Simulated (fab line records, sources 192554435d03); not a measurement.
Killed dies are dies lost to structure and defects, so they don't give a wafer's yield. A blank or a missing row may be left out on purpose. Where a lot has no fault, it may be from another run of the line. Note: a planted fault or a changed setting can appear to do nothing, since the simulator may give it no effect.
2 desks looking at one fault / flow n5-finfet / each desk holds nothing but its own numbers, with what lay behind them at the end

## THE TOOL OWNER'S DESK: pvd-sputter-03
The tool's own readings at N5_BEOL_M12_SPUTTER_43 (material TaN, target thk 15 nm, time 24.19 s): means of the sampled wafers that have a number, for each lot that ran on this tool. Any lot whose mean is over 4 standard deviations away from the usual mean is out of limits and marked OUT; that distance is given in the brackets.
Columns: A = bias-v at N5_BEOL_M12_SPUTTER_43, usual 168.6 V; B = cathode-dc-power-W at N5_BEOL_M12_SPUTTER_43, usual 15000 W; C = chamber-pressure-pa at N5_BEOL_M12_SPUTTER_43, usual 0.12004 Pa; D = substrate-temp-c at N5_BEOL_M12_SPUTTER_43, usual 49.99 C; E = throttle-valve-pct at N5_BEOL_M12_SPUTTER_43, usual 30.1 %
lot=L433; first seen here=day 14 21:51; A=169.5; B=14999; C=0.12007; D=50.05; E=30.5
lot=L435; first seen here=day 15 01:55; A=169.5; B=15001; C=0.11996; D=50.00; E=30.7
lot=L440; first seen here=day 16 16:06; A=167.1; B=15000; C=0.11998; D=49.89; E=30.7
lot=L443; first seen here=day 17 04:54; A=166.8; B=15001; C=0.12022; D=49.91; E=30.9
lot=L444; first seen here=day 17 22:08; A=167.3; B=15001; C=0.12014; D=49.86; E=30.5
This desk's verdict: no lot among the 5 shows anything out of limits.

## FROM THE METROLOGY DESK
What the gauges read, lot by lot, whatever tool the lot ran on: means of the sampled wafers that have a number. Any lot whose mean is over 4 standard deviations away from the usual mean is out of limits and marked OUT; that distance is given in the brackets. Only the readings that lie furthest out on some lot appear, 7 of the 12 it has.
Columns: A = DIBL_P at N5_BEOL_M4_RC_MEAS_101, usual 36.5 mV/V; B = IOFF_N at N5_BEOL_M4_RC_MEAS_101, usual 0.16 nA/um; C = IOFF_P at N5_BEOL_M4_RC_MEAS_101, usual 0.21 nA/um; D = SS_P at N5_BEOL_M4_RC_MEAS_101, usual 73.4 mV/dec; E = VT_N at N5_BEOL_M4_RC_MEAS_101, usual 250 mV; F = VT_P at N5_BEOL_M4_RC_MEAS_101, usual -250.5 mV; G = cd-nm at N5_BEOL_M12_CD_MEAS_28, usual 159.1 nm
lot=L424; first seen here=day 8 21:33; A=35.9; B=0.16; C=0.20; D=73.6; E=249; F=-252.0; G=160.6
lot=L425; first seen here=day 9 07:25; A=38.5; B=0.21; C=0.26; D=74.1; E=247; F=-248.9; G=159.5
lot=L427; first seen here=day 9 09:58; A=35.0; B=0.18; C=0.23; D=73.4; E=246; F=-250.0; G=158.9
lot=L433; first seen here=day 11 17:28; A=37.4; B=0.21; C=0.26; D=74.4; E=245; F=-248.0; G=159.7
lot=L435; first seen here=day 11 17:46; A=37.1; B=0.17; C=0.22; D=72.9; E=252; F=-250.3; G=161.7
lot=L438; first seen here=day 12 16:20; A=34.8; B=0.15; C=0.19; D=73.4; E=251; F=-252.2; G=158.2
lot=L440; first seen here=day 13 08:45; A=36.7; B=0.17; C=0.21; D=73.1; E=248; F=-251.4; G=159.1
lot=L443; first seen here=day 13 21:25; A=40.0; B=0.22; C=0.27; D=74.1; E=246; F=-245.0; G=160.0
lot=L444; first seen here=day 14 20:04; A=40.7; B=0.21; C=0.22; D=74.7; E=248; F=-250.4; G=157.7
This desk's verdict: no lot among the 9 shows anything out of limits.

## ALL TOGETHER
The tool owner's desk saw nothing out of limits.
Nothing out of limits was seen by the metrology desk.

## WHAT THE SIMULATOR HAD PUT IN
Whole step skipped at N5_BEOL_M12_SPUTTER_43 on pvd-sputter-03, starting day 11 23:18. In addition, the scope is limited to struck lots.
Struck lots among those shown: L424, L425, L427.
